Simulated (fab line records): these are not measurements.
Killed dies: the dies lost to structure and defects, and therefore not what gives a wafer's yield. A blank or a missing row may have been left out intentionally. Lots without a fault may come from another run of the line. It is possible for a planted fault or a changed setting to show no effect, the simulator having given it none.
Which tool did it? | flow nand harc | 24 lots with 72 wafers sampled at 4 steps, on a route of 1302 steps

## WHAT THE GAUGES SHOWED, per wafer
NHARC_P_GATE_CD_MEAS_33.
lot  | measured     | on        | cd nm (nm)
L074 | day 5 02:46  | cd sem-03 | 122.2 121.2 121.3
L075 | day 5 09:37  | cd sem-03 | 124.1 123.1 125.1
L076 | day 6 02:27  | cd sem-01 | 118.0 124.4 120.3
L077 | day 6 06:40  | cd sem-01 | 123.4 123.2 124.0
L078 | day 6 23:10  | cd sem-02 | 123.9 120.4 126.2
L079 | day 6 23:19  | cd sem-03 | 124.1 119.2 122.8
L080 | day 7 09:38  | cd sem-02 | 116.1 122.1 123.4
L081 | day 7 20:09  | cd sem-01 | 118.6 119.7 123.8
L082 | day 8 10:01  | cd sem-02 | 116.1 122.2 117.6
L083 | day 9 00:19  | cd sem-02 | 120.5 120.6 127.2
L084 | day 9 05:26  | cd sem-03 | 119.9 120.5 118.8
L085 | day 9 11:49  | cd sem-01 | 122.4 120.8 120.7
L086 | day 9 23:32  | cd sem-01 | 118.1 120.4 120.2
L087 | day 10 07:11 | cd sem-01 | 120.7 117.4 120.1
L088 | day 11 06:17 | cd sem-03 | 121.4 117.8 118.8
L089 | day 11 06:48 | cd sem-02 | 122.0 116.8 119.8
L090 | day 11 14:56 | cd sem-03 | 120.8 120.2 122.7
L091 | day 12 00:32 | cd sem-02 | 117.8 120.8 121.7
L092 | day 12 10:40 | cd sem-03 | 120.7 122.1 120.6
L093 | day 13 05:46 | cd sem-03 | 125.8 119.9 119.8
L094 | day 13 08:05 | cd sem-03 | 116.5 119.8 116.9
L095 | day 14 00:09 | cd sem-01 | 115.5 124.8 121.0
L096 | day 14 08:14 | cd sem-02 | 121.1 118.9 121.7
L097 | day 14 12:19 | cd sem-01 | 120.0 123.3 120.9

NHARC_P_CONTACT_INSPECT_14.
lot  | measured     | on                | raw defect count
L074 | day 5 21:48  | defect inspect-01 | 5 6 3
L075 | day 6 04:54  | defect inspect-01 | 7 5 5
L076 | day 6 21:17  | defect inspect-01 | 3 5 0
L077 | day 7 01:49  | defect inspect-02 | 1 6 1
L078 | day 7 18:44  | defect inspect-01 | 3 5 9
L079 | day 7 19:04  | defect inspect-01 | 4 1 4
L080 | day 8 04:40  | defect inspect-01 | 6 5 7
L081 | day 8 15:15  | defect inspect-02 | 3 1 5
L082 | day 9 05:40  | defect inspect-02 | 9 6 11
L083 | day 9 19:38  | defect inspect-01 | 4 0 7
L084 | day 10 00:33 | defect inspect-02 | 1 7 7
L085 | day 10 07:37 | defect inspect-01 | 3 6 7
L086 | day 10 18:58 | defect inspect-02 | 3 11 7
L087 | day 11 05:26 | defect inspect-02 | 8 6 5
L088 | day 12 01:28 | defect inspect-02 | 2 1 2
L089 | day 12 04:07 | defect inspect-01 | 8 3 1
L090 | day 12 09:59 | defect inspect-01 | 5 6 5
L091 | day 12 19:54 | defect inspect-01 | 4 5 4
L092 | day 13 05:56 | defect inspect-02 | 7 2 4
L093 | day 14 00:44 | defect inspect-01 | 5 5 6
L094 | day 14 05:35 | defect inspect-01 | 2 3 1
L095 | day 14 19:23 | defect inspect-02 | 4 2 4
L096 | day 15 04:01 | defect inspect-02 | 3 7 8
L097 | day 15 07:31 | defect inspect-01 | 4 3 4

## EACH LOT AND THE TOOL THAT RAN IT (in order: tool; ch and the chambers of the sampled wafers; start)
lot  | NHARC_P_GATE_DEP_103            | NHARC_P_GATE_STRIP_111
L074 | pecvd-04 ch 0,1,2, day 5 00:45  | plasma asher-02 ch 0,1, day 5 14:13
L075 | pecvd-02 ch 1,2, day 5 08:07    | plasma asher-02 ch 0,1, day 5 21:16
L076 | pecvd-03 ch 0,1,2, day 6 00:47  | plasma asher-02 ch 0,1, day 6 13:55
L077 | pecvd-03 ch 0,1, day 6 05:07    | plasma asher-01 ch 0,1, day 6 18:18
L078 | pecvd-02 ch 1,2, day 6 21:30    | plasma asher-02 ch 0,1, day 7 10:42
L079 | pecvd-03 ch 0,1, day 6 21:34    | plasma asher-01 ch 1, day 7 11:22
L080 | pecvd-04 ch 0,1,2, day 7 07:58  | plasma asher-02 ch 0,1, day 7 21:02
L081 | pecvd-04 ch 0,1, day 7 18:27    | plasma asher-02 ch 0,1, day 8 07:41
L082 | pecvd-02 ch 0,2, day 8 08:31    | plasma asher-01 ch 0,1, day 8 21:46
L083 | pecvd-04 ch 1,2, day 8 22:40    | plasma asher-02 ch 0,1, day 9 11:56
L084 | pecvd-02 ch 0,1,2, day 9 03:52  | plasma asher-02 ch 0,1, day 9 17:04
L085 | pecvd-03 ch 0,1, day 9 10:06    | plasma asher-02 ch 0,1, day 9 23:34
L086 | pecvd-02 ch 0,1, day 9 21:54    | plasma asher-01 ch 0,1, day 10 11:20
L087 | pecvd-04 ch 0,2, day 10 05:34   | plasma asher-02 ch 0,1, day 10 21:55
L088 | pecvd-03 ch 0,1,2, day 11 04:46 | plasma asher-01 ch 0,1, day 11 17:55
L089 | pecvd-04 ch 0,2, day 11 05:16   | plasma asher-02 ch 1, day 11 20:32
L090 | pecvd-03 ch 0,1, day 11 13:19   | plasma asher-02 ch 0,1, day 12 02:28
L091 | pecvd-03 ch 0,1,2, day 11 22:53 | plasma asher-02 ch 0,1, day 12 12:10
L092 | pecvd-03 ch 0,2, day 12 08:55   | plasma asher-01 ch 0, day 12 22:12
L093 | pecvd-04 ch 0,1,2, day 13 04:09 | plasma asher-01 ch 0,1, day 13 17:22
L094 | pecvd-02 ch 0,1,2, day 13 06:32 | plasma asher-02 ch 0,1, day 13 21:37
L095 | pecvd-02 ch 0,1,2, day 13 22:33 | plasma asher-01 ch 0,1, day 14 11:41
L096 | pecvd-03 ch 1,2, day 14 06:37   | plasma asher-01 ch 0,1, day 14 19:53
L097 | pecvd-04 ch 0,1,2, day 14 10:03 | plasma asher-01 ch 0,1, day 14 23:44
- NHARC_P_GATE_DEP_103: deposits SiON, target thk 30 nm.
- NHARC_P_GATE_STRIP_111: strips in N2/H2, time 250 s.

## WHAT THE TOOLS THEMSELVES READ (means of the sampled wafers that have a number; where no wafer has one, the mark that the record gives instead)
NHARC_P_GATE_DEP_103.
lot  | tool     | heater power w (W)
L074 | pecvd-04 | 763
L075 | pecvd-02 | 685
L076 | pecvd-03 | 770
L077 | pecvd-03 | 690
L078 | pecvd-02 | 738
L079 | pecvd-03 | 694
L080 | pecvd-04 | 752
L081 | pecvd-04 | 804
L082 | pecvd-02 | 652
L083 | pecvd-04 | 728
L084 | pecvd-02 | 735
L085 | pecvd-03 | 635
L086 | pecvd-02 | 693
L087 | pecvd-04 | 777
L088 | pecvd-03 | 719
L089 | pecvd-04 | 787
L090 | pecvd-03 | 649
L091 | pecvd-03 | 723
L092 | pecvd-03 | 740
L093 | pecvd-04 | 781
L094 | pecvd-02 | 726
L095 | pecvd-02 | 754
L096 | pecvd-03 | 796
L097 | pecvd-04 | 740

NHARC_P_GATE_STRIP_111.
lot  | tool            | drypump motor current A (A) | heater power w (W)
L074 | plasma asher-02 | 5.9                         | 94.1
L075 | plasma asher-02 | 6.0                         | 96.3
L076 | plasma asher-02 | 6.0                         | 95.9
L077 | plasma asher-01 | 5.3                         | 92.4
L078 | plasma asher-02 | 5.9                         | 93.6
L079 | plasma asher-01 | 5.5                         | 91.2
L080 | plasma asher-02 | 5.9                         | 93.9
L081 | plasma asher-02 | 5.9                         | 93.3
L082 | plasma asher-01 | 5.3                         | 93.8
L083 | plasma asher-02 | 5.9                         | 95.4
L084 | plasma asher-02 | 6.0                         | 95.5
L085 | plasma asher-02 | 5.9                         | 94.3
L086 | plasma asher-01 | 5.4                         | 93.9
L087 | plasma asher-02 | 6.0                         | 94.5
L088 | plasma asher-01 | 5.3                         | 92.3
L089 | plasma asher-02 | 6.0                         | 95.1
L090 | plasma asher-02 | 5.9                         | 94.4
L091 | plasma asher-02 | 5.9                         | 92.9
L092 | plasma asher-01 | 5.0                         | 94.2
L093 | plasma asher-01 | 5.2                         | 92.0
L094 | plasma asher-02 | 6.0                         | 93.8
L095 | plasma asher-01 | 5.2                         | 92.3
L096 | plasma asher-01 | 5.2                         | 93.5
L097 | plasma asher-01 | 5.2                         | 91.5

## THE ANSWER, worked out from the rows above alone
Rule: the lots themselves supply what counts as usual. Put in order of their means at a reading, lots are off if they are a third of the lots or fewer, leave a main group of 4 or more, and stand apart from it by a gap of 3 or more times the standard deviation of the main group's means; of several such gaps the widest counts. The tables above print the reading to a certain number of digits; a main group whose means all agree to those digits is not used. A lot without any number at a reading at which 4 lots or more have one is off too. All remaining lots with rows at the step are treated as sound. First the gauges in route order, then the tools' own readings, where a lot's mean is used as printed above. At the first step where some lot is off, the reading lying furthest off is the one used; lots without a number count as furthest.
No lot is off at any reading shown: from this, nothing can be told.

## WHAT WAS PUT IN BY THE SIMULATOR
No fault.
